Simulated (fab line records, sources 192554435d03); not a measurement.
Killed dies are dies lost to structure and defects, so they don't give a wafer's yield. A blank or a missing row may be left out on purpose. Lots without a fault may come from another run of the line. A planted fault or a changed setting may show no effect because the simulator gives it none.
Chamber matching | flow n5_finfet | N5_SD_EPI_N_ETCH_34 on rie_diel-01: 4 sister chambers
The step etches SiARC in CF4, target depth 45.5 nm, time 75.8 s. 24 wafers are shown with their chamber, then 12 later ones without.

WAFERS WITH THEIR CHAMBER
wafer  | chamber | showerhead_plenum_p_Torr (Torr) | throttle_valve_pct (%) | drypump_motor_current_A (A)
L079.1 | 2       | 2.05                            | 16.07                  | 5.0
L079.2 | 0       | 2.20                            | 15.31                  | 6.5
L079.6 | 1       | 2.06                            | 15.54                  | 5.8
L080.1 | 1       | 2.06                            | 15.55                  | 5.8
L080.2 | 0       | 2.19                            | 15.33                  | 6.5
L080.4 | 2       | 2.05                            | 16.07                  | 5.0
L081.2 | 0       | 2.19                            | 15.33                  | 6.5
L081.3 | 2       | 2.05                            | 16.07                  | 5.1
L081.6 | 2       | 2.05                            | 16.10                  | 5.1
L085.1 | 3       | 2.22                            | 15.60                  | 5.7
L085.3 | 1       | 2.05                            | 15.56                  | 5.8
L085.5 | 0       | 2.19                            | 15.35                  | 6.5
L087.1 | 0       | 2.19                            | 15.36                  | 6.5
L087.4 | 1       | 2.05                            | 15.56                  | 5.8
L087.5 | 3       | 2.22                            | 15.62                  | 5.7
L088.1 | 1       | 2.05                            | 15.58                  | 5.7
L088.3 | 3       | 2.22                            | 15.60                  | 5.7
L088.6 | 0       | 2.19                            | 15.36                  | 6.5
L089.3 | 1       | 2.05                            | 15.57                  | 5.7
L089.4 | 1       | 2.05                            | 15.58                  | 5.7
L089.6 | 0       | 2.19                            | 15.35                  | 6.5
L090.4 | 3       | 2.22                            | 15.61                  | 5.6
L090.5 | 1       | 2.05                            | 15.58                  | 5.7
L090.6 | 0       | 2.19                            | 15.37                  | 6.5

SIGNATURES (means of the wafers above)
reading                  | chamber 0 | chamber 1 | chamber 2 | chamber 3 | scatter within a chamber
showerhead_plenum_p_Torr | 2.1913    | 2.0525    | 2.0500    | 2.2200    | 0.00345
throttle_valve_pct       | 15.3450   | 15.5650   | 16.0775   | 15.6075   | 0.0164
drypump_motor_current_A  | 6.500     | 5.750     | 5.050     | 5.675     | 0.0433
Rule: a wafer's distance from a chamber is the root of the sum, over the readings, of the square of ((its reading less the chamber's mean) divided by the reading's scatter). The wafer belongs to the nearest chamber; if the next one is less than 2 further off, it can't be placed. The scatter: the root of (the sum of the squares of (reading less its chamber's mean) over the shown wafers, divided by (wafers less chambers)).

WAFERS WITHOUT THEIR CHAMBER
wafer  | showerhead_plenum_p_Torr (Torr) | throttle_valve_pct (%) | drypump_motor_current_A (A)
L093.1 | 2.29                            | 15.61                  | 5.1
L093.5 | 2.29                            | 15.61                  | 5.0
L093.6 | 2.21                            | 15.62                  | 5.7
L095.1 | 2.18                            | 15.38                  | 6.5
L095.3 | 2.05                            | 15.60                  | 5.7
L095.5 | 2.18                            | 15.39                  | 6.5
L096.2 | 2.05                            | 15.61                  | 5.8
L096.4 | 2.29                            | 15.63                  | 5.0
L096.6 | 2.05                            | 15.62                  | 5.7
L097.2 | 2.29                            | 15.65                  | 5.0
L097.3 | 2.05                            | 15.62                  | 5.8
L097.4 | 2.21                            | 15.65                  | 5.7

WHICH CHAMBER EACH WENT THROUGH
wafer  | from the rows above | in truth
L093.1 | 3                   | 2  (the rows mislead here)
L093.5 | 3                   | 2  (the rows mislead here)
L093.6 | 3                   | 3
L095.1 | 0                   | 0
L095.3 | 1                   | 1
L095.5 | 0                   | 0
L096.2 | 1                   | 1
L096.4 | 3                   | 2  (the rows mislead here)
L096.6 | 1                   | 1
L097.2 | 3                   | 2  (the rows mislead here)
L097.3 | 1                   | 1
L097.4 | 3                   | 3
Placed correctly: 8 of 12. Can't be placed from these rows: 0. Placed wrongly: 4.
